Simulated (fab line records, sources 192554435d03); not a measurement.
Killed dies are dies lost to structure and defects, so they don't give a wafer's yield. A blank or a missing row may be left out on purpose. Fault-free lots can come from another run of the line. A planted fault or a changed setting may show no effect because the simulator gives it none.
Which tool did it? :: flow n5_finfet :: 72 wafers from 24 lots sampled at 6 of the route's 1938 steps

== WHAT THE GAUGES SHOWED, per wafer ==
N5_BEOL_M13_OVL_MEAS_29. Usual: M13_OVL typically reads 4 nm, with standard deviation 4.9.
lot: L074
measured: day 10 19:17
on: overlay-01
M13_OVL (nm): 2 16 10
flag: 

lot: L076
measured: day 11 05:09
on: overlay-02
M13_OVL (nm): 3 -6 0
flag: 

lot: L075
measured: day 11 08:18
on: overlay-01
M13_OVL (nm): 2 5 0
flag: 

lot: L077
measured: day 12 04:48
on: overlay-02
M13_OVL (nm): 11 0 8
flag: 

lot: L078
measured: day 12 13:21
on: overlay-02
M13_OVL (nm): 8 6 14
flag: 

lot: L079
measured: day 12 21:36
on: overlay-02
M13_OVL (nm): 7 2 0
flag: 

lot: L080
measured: day 12 22:24
on: overlay-01
M13_OVL (nm): 7 1 10
flag: 

lot: L083
measured: day 13 15:43
on: overlay-02
M13_OVL (nm): 6 8 6
flag: 

lot: L081
measured: day 13 21:53
on: overlay-02
M13_OVL (nm): 2 -2 1
flag: 

lot: L084
measured: day 13 23:56
on: overlay-01
M13_OVL (nm): 6 8 -3
flag: 

lot: L082
measured: day 14 06:34
on: overlay-01
M13_OVL (nm): 6 6 9
flag: 

lot: L085
measured: day 14 09:55
on: overlay-02
M13_OVL (nm): -1 1 0
flag: 

lot: L086
measured: day 14 19:13
on: overlay-02
M13_OVL (nm): 10 13 9
flag: 

lot: L087
measured: day 15 00:15
on: overlay-02
M13_OVL (nm): -1 5 -3
flag: 

lot: L088
measured: day 15 08:50
on: overlay-01
M13_OVL (nm): 3 5 4
flag: 

lot: L090
measured: day 15 13:39
on: overlay-02
M13_OVL (nm): 5 0 4
flag: 

lot: L089
measured: day 15 16:38
on: overlay-01
M13_OVL (nm): 13 9 12
flag: 

lot: L091
measured: day 15 17:37
on: overlay-02
M13_OVL (nm): -1 -3 2
flag: 

lot: L093
measured: day 15 20:36
on: overlay-02
M13_OVL (nm): -4 0 -2
flag: 

lot: L094
measured: day 15 23:08
on: overlay-02
M13_OVL (nm): 4 5 2
flag: 

lot: L096
measured: day 15 23:28
on: overlay-02
M13_OVL (nm): 1 7 8
flag: 

lot: L092
measured: day 16 03:33
on: overlay-02
M13_OVL (nm): 11 5 7
flag: 

lot: L095
measured: day 17 04:49
on: overlay-01
M13_OVL (nm): 1 2 7
flag: 

lot: L097
measured: day 17 18:12
on: overlay-02
M13_OVL (nm): 8 7 2
flag: 

N5_BEOL_M14_OVL_MEAS_11. Usual: V13_OVL typically reads -2 nm, with standard deviation 4.5.
lot: L074
measured: day 11 00:50
on: overlay-01
V13_OVL (nm): -6 2 0
flag: 

lot: L076
measured: day 11 08:58
on: overlay-02
V13_OVL (nm): -7 -2 -8
flag: 

lot: L075
measured: day 11 12:31
on: overlay-01
V13_OVL (nm): -2 0 -9
flag: 

lot: L077
measured: day 12 09:16
on: overlay-02
V13_OVL (nm): -1 -5 -4
flag: 

lot: L078
measured: day 12 20:03
on: overlay-02
V13_OVL (nm): -1 -7 -6
flag: 

lot: L079
measured: day 13 01:44
on: overlay-02
V13_OVL (nm): -19 -8 -14
flag: 

lot: L080
measured: day 13 04:54
on: overlay-02
V13_OVL (nm): 8 -2 -2
flag: 

lot: L083
measured: day 13 21:44
on: overlay-02
V13_OVL (nm): -5 -7 -9
flag: 

lot: L081
measured: day 14 01:10
on: overlay-02
V13_OVL (nm): 1 -4 -6
flag: 

lot: L084
measured: day 14 06:24
on: overlay-01
V13_OVL (nm): 0 -8 3
flag: 

lot: L082
measured: day 14 15:22
on: overlay-02
V13_OVL (nm): 0 -8 2
flag: 

lot: L085
measured: day 14 15:39
on: overlay-01
V13_OVL (nm): -3 -8 0
flag: 

lot: L086
measured: day 14 23:59
on: overlay-02
V13_OVL (nm): 1 -1 -2
flag: 

lot: L087
measured: day 15 04:11
on: overlay-01
V13_OVL (nm): 3 -6 -7
flag: 

lot: L088
measured: day 15 14:10
on: overlay-01
V13_OVL (nm): 1 0 5
flag: 

lot: L090
measured: day 15 16:57
on: overlay-01
V13_OVL (nm): 3 -1 7
flag: 

lot: L089
measured: day 16 03:05
on: overlay-02
V13_OVL (nm): -8 -2 -6
flag: 

lot: L091
measured: day 15 22:35
on: overlay-01
V13_OVL (nm): 0 -5 -9
flag: 

lot: L093
measured: day 16 03:31
on: overlay-02
V13_OVL (nm): 5 4 5
flag: 

lot: L094
measured: day 16 07:25
on: overlay-02
V13_OVL (nm): 2 0 3
flag: 

lot: L096
measured: day 16 05:22
on: overlay-02
V13_OVL (nm): 2 0 1
flag: 

lot: L092
measured: day 16 09:27
on: overlay-02
V13_OVL (nm): 1 -3 -2
flag: 

lot: L095
measured: day 17 08:17
on: overlay-01
V13_OVL (nm): -5 -10 -1
flag: 

lot: L097
measured: day 17 22:17
on: overlay-01
V13_OVL (nm): 2 -1 2
flag: 

N5_BEOL_M14_INSPECT_12: inspects for defects (macro). Usual: 2.1 for raw_defect_count, sd 1.4.
lot: L074
measured: day 11 00:51
on: defect_inspect-01
raw_defect_count: 5 2 2
flag: 

lot: L076
measured: day 11 08:59
on: defect_inspect-01
raw_defect_count: 1 4 1
flag: 

lot: L075
measured: day 11 12:32
on: defect_inspect-02
raw_defect_count: 2 2 4
flag: 

lot: L077
measured: day 12 09:17
on: defect_inspect-02
raw_defect_count: 3 1 0
flag: 

lot: L078
measured: day 12 20:04
on: defect_inspect-01
raw_defect_count: 3 2 0
flag: 

lot: L079
measured: day 13 01:45
on: defect_inspect-01
raw_defect_count: 1 5 2
flag: 

lot: L080
measured: day 13 04:55
on: defect_inspect-01
raw_defect_count: 3 2 1
flag: 

lot: L083
measured: day 13 21:45
on: defect_inspect-02
raw_defect_count: 3 2 2
flag: 

lot: L081
measured: day 14 01:11
on: defect_inspect-02
raw_defect_count: 6 1 3
flag: 

lot: L084
measured: day 14 06:25
on: defect_inspect-01
raw_defect_count: 0 3 3
flag: 

lot: L082
measured: day 14 15:24
on: defect_inspect-01
raw_defect_count: 1 2 1
flag: 

lot: L085
measured: day 14 15:40
on: defect_inspect-01
raw_defect_count: 2 4 3
flag: 

lot: L086
measured: day 15 00:01
on: defect_inspect-01
raw_defect_count: 1 0 2
flag: 

lot: L087
measured: day 15 04:12
on: defect_inspect-01
raw_defect_count: 2 3 2
flag: 

lot: L088
measured: day 15 14:11
on: defect_inspect-01
raw_defect_count: 1 2 2
flag: 

lot: L090
measured: day 15 16:58
on: defect_inspect-02
raw_defect_count: 1 4 1
flag: 

lot: L089
measured: day 16 03:07
on: defect_inspect-02
raw_defect_count: 4 1 4
flag: 

lot: L091
measured: day 15 22:36
on: defect_inspect-01
raw_defect_count: 0 3 3
flag: 

lot: L093
measured: day 16 03:32
on: defect_inspect-01
raw_defect_count: 3 2 3
flag: 

lot: L094
measured: day 16 07:26
on: defect_inspect-01
raw_defect_count: 0 2 1
flag: 

lot: L096
measured: day 16 05:23
on: defect_inspect-02
raw_defect_count: 3 2 3
flag: 

lot: L092
measured: day 16 09:28
on: defect_inspect-01
raw_defect_count: 0 5 2
flag: 

lot: L095
measured: day 17 08:19
on: defect_inspect-02
raw_defect_count: 0 3 0
flag: 

lot: L097
measured: day 17 22:18
on: defect_inspect-02
raw_defect_count: 1 1 3
flag: 

N5_BEOL_M14_CD_MEAS_17: the cd target is 250 nm. Usual: 251.5 nm for cd_nm, sd 2.1.
lot: L074
measured: day 11 01:51
on: cd_sem-01
cd_nm (nm): 253.0 256.0 255.6
flag: 

lot: L076
measured: day 11 09:44
on: cd_sem-03
cd_nm (nm): 253.9 252.4 252.4
flag: 

lot: L075
measured: day 11 13:00
on: cd_sem-03
cd_nm (nm): 249.8 250.0 249.0
flag: 

lot: L077
measured: day 12 09:46
on: cd_sem-01
cd_nm (nm): 251.5 248.6 250.8
flag: 

lot: L078
measured: day 12 20:35
on: cd_sem-02
cd_nm (nm): 252.0 253.6 251.5
flag: 

lot: L079
measured: day 13 02:16
on: cd_sem-01
cd_nm (nm): 248.2 248.5 249.3
flag: 

lot: L080
measured: day 13 05:23
on: cd_sem-02
cd_nm (nm): 250.9 249.4 250.8
flag: 

lot: L083
measured: day 13 22:13
on: cd_sem-03
cd_nm (nm): 248.6 248.7 250.6
flag: 

lot: L081
measured: day 14 01:40
on: cd_sem-03
cd_nm (nm): 252.5 250.2 253.2
flag: 

lot: L084
measured: day 14 06:58
on: cd_sem-02
cd_nm (nm): 252.7 249.0 250.2
flag: 

lot: L082
measured: day 14 16:16
on: cd_sem-01
cd_nm (nm): 252.5 250.9 249.9
flag: 

lot: L085
measured: day 14 16:37
on: cd_sem-01
cd_nm (nm): 253.0 251.3 249.7
flag: 

lot: L086
measured: day 15 00:29
on: cd_sem-03
cd_nm (nm): 252.5 252.6 256.1
flag: 

lot: L087
measured: day 15 04:40
on: cd_sem-01
cd_nm (nm): 253.7 250.9 252.1
flag: 

lot: L088
measured: day 15 14:55
on: cd_sem-01
cd_nm (nm): 256.8 253.3 254.1
flag: 

lot: L090
measured: day 15 17:49
on: cd_sem-03
cd_nm (nm): 248.5 249.0 252.4
flag: 

lot: L089
measured: day 16 03:35
on: cd_sem-01
cd_nm (nm): 251.4 250.5 249.1
flag: 

lot: L091
measured: day 15 23:04
on: cd_sem-03
cd_nm (nm): 249.8 250.2 250.1
flag: 

lot: L093
measured: day 16 04:19
on: cd_sem-02
cd_nm (nm): 253.6 253.6 252.8
flag: 

lot: L094
measured: day 16 08:30
on: cd_sem-03
cd_nm (nm): 250.7 252.1 254.8
flag: 

lot: L096
measured: day 16 06:04
on: cd_sem-02
cd_nm (nm): 256.3 253.0 253.7
flag: 

lot: L092
measured: day 16 09:56
on: cd_sem-02
cd_nm (nm): 248.3 245.6 247.7
flag: 

lot: L095
measured: day 17 08:47
on: cd_sem-02
cd_nm (nm): 250.3 252.4 249.2
flag: 

lot: L097
measured: day 17 22:55
on: cd_sem-02
cd_nm (nm): 249.6 251.8 250.2
flag: 

== WHAT TOOL EACH LOT RAN ON (gives the tool, then ch and the chambers of the sampled wafers, and finally the start) ==
lot: L074
N5_BEOL_M13_STRIP_37: plasma_asher-01 ch 0,1, day 10 19:58
N5_BEOL_M14_ETCH_59: rie_diel-06 ch 0,2,3, day 11 01:28

lot: L076
N5_BEOL_M13_STRIP_37: plasma_asher-01 ch 0,1, day 11 05:59
N5_BEOL_M14_ETCH_59: rie_diel-02 ch 0,2, day 11 09:20

lot: L075
N5_BEOL_M13_STRIP_37: plasma_asher-02 ch 0,1, day 11 08:59
N5_BEOL_M14_ETCH_59: rie_diel-01 ch 0,1,2, day 11 12:36

lot: L077
N5_BEOL_M13_STRIP_37: plasma_asher-01 ch 0,1, day 12 05:30
N5_BEOL_M14_ETCH_59: rie_diel-01 ch 1,2, day 12 09:22

lot: L078
N5_BEOL_M13_STRIP_37: plasma_asher-02 ch 0,1, day 12 14:10
N5_BEOL_M14_ETCH_59: rie_diel-01 ch 0,2, day 12 20:08

lot: L079
N5_BEOL_M13_STRIP_37: plasma_asher-02 ch 0,1, day 12 22:33
N5_BEOL_M14_ETCH_59: rie_diel-02 ch 0,3, day 13 01:52

lot: L080
N5_BEOL_M13_STRIP_37: plasma_asher-01 ch 0,1, day 12 23:23
N5_BEOL_M14_ETCH_59: rie_diel-01 ch 1,2,3, day 13 04:59

lot: L083
N5_BEOL_M13_STRIP_37: plasma_asher-02 ch 0, day 13 16:23
N5_BEOL_M14_ETCH_59: rie_diel-06 ch 0,3, day 13 21:49

lot: L081
N5_BEOL_M13_STRIP_37: plasma_asher-02 ch 0,1, day 13 22:33
N5_BEOL_M14_ETCH_59: rie_diel-01 ch 0,1,2, day 14 01:16

lot: L084
N5_BEOL_M13_STRIP_37: plasma_asher-02 ch 0,1, day 14 00:37
N5_BEOL_M14_ETCH_59: rie_diel-01 ch 2,3, day 14 06:34

lot: L082
N5_BEOL_M13_STRIP_37: plasma_asher-01 ch 0,1, day 14 07:16
N5_BEOL_M14_ETCH_59: rie_diel-02 ch 1,2,3, day 14 15:52

lot: L085
N5_BEOL_M13_STRIP_37: plasma_asher-02 ch 0,1, day 14 10:35
N5_BEOL_M14_ETCH_59: rie_diel-02 ch 2,3, day 14 16:13

lot: L086
N5_BEOL_M13_STRIP_37: plasma_asher-01 ch 0,1, day 14 19:55
N5_BEOL_M14_ETCH_59: rie_diel-02 ch 0,2,3, day 15 00:07

lot: L087
N5_BEOL_M13_STRIP_37: plasma_asher-02 ch 0,1, day 15 01:04
N5_BEOL_M14_ETCH_59: rie_diel-06 ch 1,2,3, day 15 04:16

lot: L088
N5_BEOL_M13_STRIP_37: plasma_asher-01 ch 0,1, day 15 09:31
N5_BEOL_M14_ETCH_59: rie_diel-06 ch 0,2,3, day 15 14:31

lot: L090
N5_BEOL_M13_STRIP_37: plasma_asher-02 ch 0,1, day 15 14:20
N5_BEOL_M14_ETCH_59: rie_diel-01 ch 0,3, day 15 17:25

lot: L089
N5_BEOL_M13_STRIP_37: plasma_asher-01 ch 0,1, day 15 17:21
N5_BEOL_M14_ETCH_59: rie_diel-01 ch 1,3, day 16 03:11

lot: L091
N5_BEOL_M13_STRIP_37: plasma_asher-02 ch 0,1, day 15 18:32
N5_BEOL_M14_ETCH_59: rie_diel-06 ch 0,3, day 15 22:40

lot: L093
N5_BEOL_M13_STRIP_37: plasma_asher-01 ch 0,1, day 15 21:17
N5_BEOL_M14_ETCH_59: rie_diel-01 ch 0,1,3, day 16 03:55

lot: L094
N5_BEOL_M13_STRIP_37: plasma_asher-02 ch 0,1, day 15 23:49
N5_BEOL_M14_ETCH_59: rie_diel-01 ch 0,1,3, day 16 08:06

lot: L096
N5_BEOL_M13_STRIP_37: plasma_asher-01 ch 0,1, day 16 00:08
N5_BEOL_M14_ETCH_59: rie_diel-02 ch 0,1,2, day 16 05:40

lot: L092
N5_BEOL_M13_STRIP_37: plasma_asher-02 ch 0,1, day 16 04:17
N5_BEOL_M14_ETCH_59: rie_diel-01 ch 1,3, day 16 09:32

lot: L095
N5_BEOL_M13_STRIP_37: plasma_asher-02 ch 0,1, day 17 05:31
N5_BEOL_M14_ETCH_59: rie_diel-02 ch 0,3, day 17 08:23

lot: L097
N5_BEOL_M13_STRIP_37: plasma_asher-02 ch 0,1, day 17 18:53
N5_BEOL_M14_ETCH_59: rie_diel-02 ch 0,1,3, day 17 22:31
- N5_BEOL_M13_STRIP_37: strips in N2/H2.
- N5_BEOL_M14_ETCH_59: etches BARC in N2/H2, target depth 89 nm, overetch 26.7 nm, time 67.9 s.

== AS READ BY THE TOOLS THEMSELVES (means over the sampled wafers that have a number; for cases with no such wafer, the mark the record gives instead) ==
N5_BEOL_M13_STRIP_37. Usual: drypump_motor_current_A 5.4 A, standard deviation 0.4; h2_flow_sccm 3250 sccm, standard deviation 9.5; heater_power_w 313 W, standard deviation 37; oes_product_au 0.784 a.u., standard deviation 0.011; temp_c 250.02 C, standard deviation 0.21.
lot: L074
tool: plasma_asher-01
drypump_motor_current_A (A): 5.7
h2_flow_sccm (sccm): 3243
heater_power_w (W): 353
oes_product_au (a.u.): 0.790
temp_c (C): 250.11
flag: 

lot: L076
tool: plasma_asher-01
drypump_motor_current_A (A): 5.6
h2_flow_sccm (sccm): 3239
heater_power_w (W): 357
oes_product_au (a.u.): 0.786
temp_c (C): 250.02
flag: 

lot: L075
tool: plasma_asher-02
drypump_motor_current_A (A): 5.2
h2_flow_sccm (sccm): 3240
heater_power_w (W): 297
oes_product_au (a.u.): 0.787
temp_c (C): 249.76
flag: 

lot: L077
tool: plasma_asher-01
drypump_motor_current_A (A): 5.6
h2_flow_sccm (sccm): 3250
heater_power_w (W): 355
oes_product_au (a.u.): 0.785
temp_c (C): 249.82
flag: 

lot: L078
tool: plasma_asher-02
drypump_motor_current_A (A): 5.2
h2_flow_sccm (sccm): 3252
heater_power_w (W): 282
oes_product_au (a.u.): 0.796
temp_c (C): 249.87
flag: 

lot: L079
tool: plasma_asher-02
drypump_motor_current_A (A): 5.2
h2_flow_sccm (sccm): 3250
heater_power_w (W): 295
oes_product_au (a.u.): 0.780
temp_c (C): 250.15
flag: 

lot: L080
tool: plasma_asher-01
drypump_motor_current_A (A): 5.9
h2_flow_sccm (sccm): 3245
heater_power_w (W): 340
oes_product_au (a.u.): 0.780
temp_c (C): 250.11
flag: 

lot: L083
tool: plasma_asher-02
drypump_motor_current_A (A): 5.2
h2_flow_sccm (sccm): 3263
heater_power_w (W): 308
oes_product_au (a.u.): 0.786
temp_c (C): 250.34
flag: 

lot: L081
tool: plasma_asher-02
drypump_motor_current_A (A): 5.2
h2_flow_sccm (sccm): 3255
heater_power_w (W): 301
oes_product_au (a.u.): 0.779
temp_c (C): 249.93
flag: 

lot: L084
tool: plasma_asher-02
drypump_motor_current_A (A): 5.2
h2_flow_sccm (sccm): 3253
heater_power_w (W): 299
oes_product_au (a.u.): 0.784
temp_c (C): 249.90
flag: 

lot: L082
tool: plasma_asher-01
drypump_motor_current_A (A): 5.9
h2_flow_sccm (sccm): 3259
heater_power_w (W): 337
oes_product_au (a.u.): 0.790
temp_c (C): 250.33
flag: 

lot: L085
tool: plasma_asher-02
drypump_motor_current_A (A): 5.2
h2_flow_sccm (sccm): 3247
heater_power_w (W): 282
oes_product_au (a.u.): 0.774
temp_c (C): 250.04
flag: 

lot: L086
tool: plasma_asher-01
drypump_motor_current_A (A): 5.6
h2_flow_sccm (sccm): 3255
heater_power_w (W): 350
oes_product_au (a.u.): 0.791
temp_c (C): 250.16
flag: 

lot: L087
tool: plasma_asher-02
drypump_motor_current_A (A): 5.2
h2_flow_sccm (sccm): 3255
heater_power_w (W): 300
oes_product_au (a.u.): 0.784
temp_c (C): 250.00
flag: 

lot: L088
tool: plasma_asher-01
drypump_motor_current_A (A): 5.9
h2_flow_sccm (sccm): 3253
heater_power_w (W): 333
oes_product_au (a.u.): 0.784
temp_c (C): 249.90
flag: 

lot: L090
tool: plasma_asher-02
drypump_motor_current_A (A): 5.2
h2_flow_sccm (sccm): 3253
heater_power_w (W): 282
oes_product_au (a.u.): 0.771
temp_c (C): 249.95
flag: 

lot: L089
tool: plasma_asher-01
drypump_motor_current_A (A): 5.7
h2_flow_sccm (sccm): 3250
heater_power_w (W): 354
oes_product_au (a.u.): 0.799
temp_c (C): 249.91
flag: 

lot: L091
tool: plasma_asher-02
drypump_motor_current_A (A): 5.2
h2_flow_sccm (sccm): 3245
heater_power_w (W): 298
oes_product_au (a.u.): 0.775
temp_c (C): 250.01
flag: 

lot: L093
tool: plasma_asher-01
drypump_motor_current_A (A): 5.6
h2_flow_sccm (sccm): 3257
heater_power_w (W): 353
oes_product_au (a.u.): 0.785
temp_c (C): 249.86
flag: 

lot: L094
tool: plasma_asher-02
drypump_motor_current_A (A): 5.2
h2_flow_sccm (sccm): 3239
heater_power_w (W): 279
oes_product_au (a.u.): 0.782
temp_c (C): 250.22
flag: 

lot: L096
tool: plasma_asher-01
drypump_motor_current_A (A): 5.6
h2_flow_sccm (sccm): 3254
heater_power_w (W): 349
oes_product_au (a.u.): 0.781
temp_c (C): 250.05
flag: 

lot: L092
tool: plasma_asher-02
drypump_motor_current_A (A): 5.1
h2_flow_sccm (sccm): 3241
heater_power_w (W): 280
oes_product_au (a.u.): 0.776
temp_c (C): 250.11
flag: 

lot: L095
tool: plasma_asher-02
drypump_motor_current_A (A): 5.1
h2_flow_sccm (sccm): 3256
heater_power_w (W): 283
oes_product_au (a.u.): 0.774
temp_c (C): 249.95
flag: 

lot: L097
tool: plasma_asher-02
drypump_motor_current_A (A): 5.2
h2_flow_sccm (sccm): 3252
heater_power_w (W): 301
oes_product_au (a.u.): 0.774
temp_c (C): 249.73
flag: 

N5_BEOL_M14_ETCH_59. Usual: value, then standard deviation, for each; drypump_motor_current_A 5.5 A / 0.38; h2_flow_sccm 199.9 sccm / 0.61; oes_product_au 0.69 a.u. / 0.084; rf_fwd_power_W 834 W / 3.1; rf_vpp_V 524.5 V / 1.7; showerhead_plenum_p_Torr 2.56 Torr / 0.061; throttle_valve_pct 17.81 % / 0.27.
lot: L074
tool: rie_diel-06
drypump_motor_current_A (A): 5.3
h2_flow_sccm (sccm): 200.2
oes_product_au (a.u.): 0.67
rf_fwd_power_W (W): 832
rf_vpp_V (V): 525.3
showerhead_plenum_p_Torr (Torr): 2.58
throttle_valve_pct (%): 17.97
flag: 

lot: L076
tool: rie_diel-02
drypump_motor_current_A (A): 5.3
h2_flow_sccm (sccm): 200.0
oes_product_au (a.u.): 0.69
rf_fwd_power_W (W): 831
rf_vpp_V (V): 526.3
showerhead_plenum_p_Torr (Torr): 2.67
throttle_valve_pct (%): 17.95
flag: 

lot: L075
tool: rie_diel-01
drypump_motor_current_A (A): 5.5
h2_flow_sccm (sccm): 200.3
oes_product_au (a.u.): 0.70
rf_fwd_power_W (W): 833
rf_vpp_V (V): 524.9
showerhead_plenum_p_Torr (Torr): 2.56
throttle_valve_pct (%): 17.76
flag: 

lot: L077
tool: rie_diel-01
drypump_motor_current_A (A): 5.2
h2_flow_sccm (sccm): 199.5
oes_product_au (a.u.): 0.62
rf_fwd_power_W (W): 834
rf_vpp_V (V): 523.1
showerhead_plenum_p_Torr (Torr): 2.53
throttle_valve_pct (%): 17.97
flag: 

lot: L078
tool: rie_diel-01
drypump_motor_current_A (A): 5.1
h2_flow_sccm (sccm): 200.1
oes_product_au (a.u.): 0.66
rf_fwd_power_W (W): 833
rf_vpp_V (V): 523.7
showerhead_plenum_p_Torr (Torr): 2.54
throttle_valve_pct (%): 17.80
flag: 

lot: L079
tool: rie_diel-02
drypump_motor_current_A (A): 5.6
h2_flow_sccm (sccm): 199.8
oes_product_au (a.u.): 0.64
rf_fwd_power_W (W): 835
rf_vpp_V (V): 524.4
showerhead_plenum_p_Torr (Torr): 2.58
throttle_valve_pct (%): 17.98
flag: 

lot: L080
tool: rie_diel-01
drypump_motor_current_A (A): 5.4
h2_flow_sccm (sccm): 200.4
oes_product_au (a.u.): 0.69
rf_fwd_power_W (W): 834
rf_vpp_V (V): 522.8
showerhead_plenum_p_Torr (Torr): 2.52
throttle_valve_pct (%): 17.80
flag: 

lot: L083
tool: rie_diel-06
drypump_motor_current_A (A): 5.3
h2_flow_sccm (sccm): 200.0
oes_product_au (a.u.): 0.65
rf_fwd_power_W (W): 828
rf_vpp_V (V): 525.3
showerhead_plenum_p_Torr (Torr): 2.58
throttle_valve_pct (%): 18.18
flag: 

lot: L081
tool: rie_diel-01
drypump_motor_current_A (A): 5.5
h2_flow_sccm (sccm): 200.2
oes_product_au (a.u.): 0.67
rf_fwd_power_W (W): 833
rf_vpp_V (V): 524.3
showerhead_plenum_p_Torr (Torr): 2.55
throttle_valve_pct (%): 17.79
flag: 

lot: L084
tool: rie_diel-01
drypump_motor_current_A (A): 4.9
h2_flow_sccm (sccm): 199.7
oes_product_au (a.u.): 0.65
rf_fwd_power_W (W): 836
rf_vpp_V (V): 522.8
showerhead_plenum_p_Torr (Torr): 2.51
throttle_valve_pct (%): 17.84
flag: 

lot: L082
tool: rie_diel-02
drypump_motor_current_A (A): 5.7
h2_flow_sccm (sccm): 199.3
oes_product_au (a.u.): 0.66
rf_fwd_power_W (W): 833
rf_vpp_V (V): 525.8
showerhead_plenum_p_Torr (Torr): 2.57
throttle_valve_pct (%): 17.96
flag: 

lot: L085
tool: rie_diel-02
drypump_motor_current_A (A): 5.7
h2_flow_sccm (sccm): 199.9
oes_product_au (a.u.): 0.67
rf_fwd_power_W (W): 836
rf_vpp_V (V): 524.5
showerhead_plenum_p_Torr (Torr): 2.54
throttle_valve_pct (%): 17.87
flag: 

lot: L086
tool: rie_diel-02
drypump_motor_current_A (A): 5.5
h2_flow_sccm (sccm): 201.0
oes_product_au (a.u.): 0.70
rf_fwd_power_W (W): 835
rf_vpp_V (V): 525.6
showerhead_plenum_p_Torr (Torr): 2.60
throttle_valve_pct (%): 17.88
flag: 

lot: L087
tool: rie_diel-06
drypump_motor_current_A (A): 5.4
h2_flow_sccm (sccm): 200.1
oes_product_au (a.u.): 0.71
rf_fwd_power_W (W): 832
rf_vpp_V (V): 524.2
showerhead_plenum_p_Torr (Torr): 2.55
throttle_valve_pct (%): 17.66
flag: 

lot: L088
tool: rie_diel-06
drypump_motor_current_A (A): 5.3
h2_flow_sccm (sccm): 199.9
oes_product_au (a.u.): 0.64
rf_fwd_power_W (W): 833
rf_vpp_V (V): 524.2
showerhead_plenum_p_Torr (Torr): 2.56
throttle_valve_pct (%): 18.02
flag: 

lot: L090
tool: rie_diel-01
drypump_motor_current_A (A): 5.5
h2_flow_sccm (sccm): 200.0
oes_product_au (a.u.): 0.76
rf_fwd_power_W (W): 835
rf_vpp_V (V): 524.5
showerhead_plenum_p_Torr (Torr): 2.56
throttle_valve_pct (%): 17.48
flag: 

lot: L089
tool: rie_diel-01
drypump_motor_current_A (A): 5.9
h2_flow_sccm (sccm): 200.4
oes_product_au (a.u.): 0.67
rf_fwd_power_W (W): 833
rf_vpp_V (V): 523.0
showerhead_plenum_p_Torr (Torr): 2.52
throttle_valve_pct (%): 17.83
flag: 

lot: L091
tool: rie_diel-06
drypump_motor_current_A (A): 5.3
h2_flow_sccm (sccm): 199.8
oes_product_au (a.u.): 0.64
rf_fwd_power_W (W): 828
rf_vpp_V (V): 523.9
showerhead_plenum_p_Torr (Torr): 2.57
throttle_valve_pct (%): 18.20
flag: 

lot: L093
tool: rie_diel-01
drypump_motor_current_A (A): 5.7
h2_flow_sccm (sccm): 199.6
oes_product_au (a.u.): 0.71
rf_fwd_power_W (W): 835
rf_vpp_V (V): 522.8
showerhead_plenum_p_Torr (Torr): 2.54
throttle_valve_pct (%): 17.64
flag: 

lot: L094
tool: rie_diel-01
drypump_motor_current_A (A): 5.6
h2_flow_sccm (sccm): 199.5
oes_product_au (a.u.): 0.71
rf_fwd_power_W (W): 832
rf_vpp_V (V): 524.3
showerhead_plenum_p_Torr (Torr): 2.54
throttle_valve_pct (%): 17.65
flag: 

lot: L096
tool: rie_diel-02
drypump_motor_current_A (A): 5.4
h2_flow_sccm (sccm): 200.7
oes_product_au (a.u.): 0.77
rf_fwd_power_W (W): 832
rf_vpp_V (V): 526.1
showerhead_plenum_p_Torr (Torr): 2.62
throttle_valve_pct (%): 17.81
flag: 

lot: L092
tool: rie_diel-01
drypump_motor_current_A (A): 5.9
h2_flow_sccm (sccm): 199.8
oes_product_au (a.u.): 0.67
rf_fwd_power_W (W): 835
rf_vpp_V (V): 523.0
showerhead_plenum_p_Torr (Torr): 2.52
throttle_valve_pct (%): 17.83
flag: 

lot: L095
tool: rie_diel-02
drypump_motor_current_A (A): 5.4
h2_flow_sccm (sccm): 199.4
oes_product_au (a.u.): 0.65
rf_fwd_power_W (W): 831
rf_vpp_V (V): 525.9
showerhead_plenum_p_Torr (Torr): 2.62
throttle_valve_pct (%): 18.04
flag: 

lot: L097
tool: rie_diel-02
drypump_motor_current_A (A): 5.6
h2_flow_sccm (sccm): 199.5
oes_product_au (a.u.): 0.69
rf_fwd_power_W (W): 833
rf_vpp_V (V): 525.2
showerhead_plenum_p_Torr (Torr): 2.59
throttle_valve_pct (%): 17.99
flag: 

== THE ANSWER, worked out from the rows above alone ==
Rule: take the mean of a lot's wafers that have a number; if it is more than 3 standard deviations from the usual mean, the lot is off. A lot without any number at a reading at which 4 lots or more have one is off too. The other lots that the step has rows for count as sound. The gauges are gone through in route order, then the tools' own readings, and for those a lot's mean is taken as printed above. The first step at which some lot is off is used, and at that step the reading that is off furthest; a lot without a number counts as furthest.
No lot is off at any reading shown: from this, nothing can be told.

== WHAT THE SIMULATOR HAD INSERTED ==
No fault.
